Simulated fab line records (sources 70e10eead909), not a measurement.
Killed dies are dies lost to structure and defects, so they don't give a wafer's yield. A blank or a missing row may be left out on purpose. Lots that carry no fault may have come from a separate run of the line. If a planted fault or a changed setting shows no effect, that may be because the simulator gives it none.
Matching of chambers	flow nand-harc	NHARC_P_BONDPAD_ETCH_37 on rie-diel-04: 4 sister chambers
The step etches the open film in N2/H2, target depth 60 nm, overetch 18 nm, time 65.91 s. 8 wafers are shown with their chamber, then 7 later ones without.

## WAFERS PAIRED WITH THEIR CHAMBERS
wafer	chamber	drypump-motor-current-A (A)	rf-vpp-V (V)
L106.3	1	5.2	428.4
L108.2	3	5.3	431.3
L108.5	1	5.3	430.1
L109.1	0	6.0	431.1
L109.5	3	5.3	433.6
L109.6	2	4.8	432.6
L115.2	0	6.0	431.0
L115.3	2	4.8	432.9

## WAFERS WITHOUT THEIR CHAMBER
wafer	drypump-motor-current-A (A)	rf-vpp-V (V)
L115.5	4.8	432.6
L118.1	5.3	433.7
L118.5	5.3	431.4
L117.1	5.2	429.1
L117.2	4.9	433.2
L120.2	4.9	434.0
L120.5	5.3	433.2

## EACH ONE'S CHAMBER
wafer	from the rows above	in truth
L115.5	2	2
L118.1	3	3
L118.5	can't be placed: 3 or 1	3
L117.1	1	1
L117.2	2	2
L120.2	2	2
L120.5	3	3
Placed correctly: 6 of 7. Unplaceable from these rows: 1, with the true chamber sitting among the candidates in 1. Number placed wrongly: 0.
How it was worked out, from the rows above alone: a wafer's distance from a chamber is the root of the sum, over the readings, of the square of ((its reading less the chamber's mean) divided by the reading's scatter). If the next closest chamber is less than 2 further off than the closest, the wafer can't be placed; otherwise it belongs to the closest. For every chamber, the mean is computed from those of its wafers that are shown. The scatter: take each reading less its chamber's mean, square it, sum over the shown wafers, divide by the number of wafers less the number of chambers, and take the root.
